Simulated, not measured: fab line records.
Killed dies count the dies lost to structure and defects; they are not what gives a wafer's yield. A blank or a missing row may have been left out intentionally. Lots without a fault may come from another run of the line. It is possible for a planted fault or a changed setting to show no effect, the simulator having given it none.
Comparing a struck lot with a sound one    flow nand_harc    14 steps out of a route of 1159
Sound: wafers L292.3, L292.4, L292.6. Wafers L299.3, L299.4, L299.5 were the ones struck. At the end, the cause is stated.
For every step that has rows: the tool of each side, followed by ch and its chambers, followed by its first start. Under that, the readings that differ: sound wafers    struck wafers    difference of the means    sigmas: that difference in standard deviations of wafers without a fault.
alike: readings whose means differ by less than 2 such deviations, and words and numbers that are the same on both sides. not compared: withheld readings, readings that some wafer has no value for, bounds like >300 that may hide the same value, and numbers for which the record gives no deviation and whose values overlap.
The two part at a step that has a row with sigmas, a row that says differs or no value, or rows on one side only. Numbers that don't overlap but have no deviation are shown without sigmas and don't part them. A reading that every wafer of one side lacks parts them only if that side has two wafers or more.

NHARC_A_STAIRCASE_TRIM_235: chemistry O2, time 211.2 s.
  sound on rie_diel-06 ch 0,2,3; struck on rie_diel-13 ch 0,3
  alike: drypump_motor_current_A, oes_product_au, rf_vpp_V, showerhead_plenum_p_Torr, throttle_valve_pct
  not compared: rf_hours_counter_h
NHARC_A_STAIRCASE_ETCH_236: etches the open film in C4F8/O2, target depth 100 nm, time 40.5 s.
  sound on rie_diel-06 ch 0,1; struck on rie_diel-13 ch 2,3
  alike: bias_w, oes_product_au, rf_vpp_V
  not compared: rf_hours_counter_h
NHARC_A_STAIRCASE_STRIP_238: strips in O2.
  sound on plasma_asher-01 ch 0,1, day 14 08:44; struck on plasma_asher-02 ch 0,1, day 16 12:26
reading                      sound        struck       difference  sigmas
drypump_motor_current_A (A)  6.1 5.9 6.1  5.5 5.3 5.3  -0.7        -2
  alike: heater_power_w
  not compared: rf_hours_counter_h
then, 8 steps without rows for these wafers: NHARC_A_STAIRCASE_STRIP_239 (strips in SPM, time 900 s); NHARC_A_STAIRCASE_PRECLEAN_240 (cleans in SC1); NHARC_A_STAIRCASE_SRD_241; NHARC_A_STAIRCASE_DEHYDRATE_242 (time 120 s); NHARC_A_STAIRCASE_HMDS_243 (time 30 s); NHARC_A_STAIRCASE_COAT_244; NHARC_A_STAIRCASE_SOFTBAKE_245 (time 170 s); NHARC_A_STAIRCASE_EBR_246.
NHARC_A_STAIRCASE_EXPOSE_247: exposes mask SDS 1.
  sound on krf_scanner-03 ch 0, day 14 09:47; struck on krf_scanner-03 ch 0, day 16 13:29
reading               sound                 struck                difference  sigmas
exposure_dose_mJ_cm2  25.324 25.325 25.338  25.567 25.564 25.524  +0.223      +8
  alike: mask
then, 1 step without rows for these wafers: NHARC_A_STAIRCASE_PEB_248 (peb time 130 s).
-- record jumps: 8 days between struck wafers' starts before vs after; left off in module A_STAIRCASE, resumes in module END, first step shown is number 1159 of the route --
NHARC_END_SORT_01:
  only the struck wafers appear in the record here, on prober-01 ch 0 at day 24 16:16; the sound ones have no rows

== WHERE THEY PART ==
Last at NHARC_END_SORT_01 as far as this record goes, first at NHARC_A_STAIRCASE_STRIP_238.

WHY: the cause the simulator had injected
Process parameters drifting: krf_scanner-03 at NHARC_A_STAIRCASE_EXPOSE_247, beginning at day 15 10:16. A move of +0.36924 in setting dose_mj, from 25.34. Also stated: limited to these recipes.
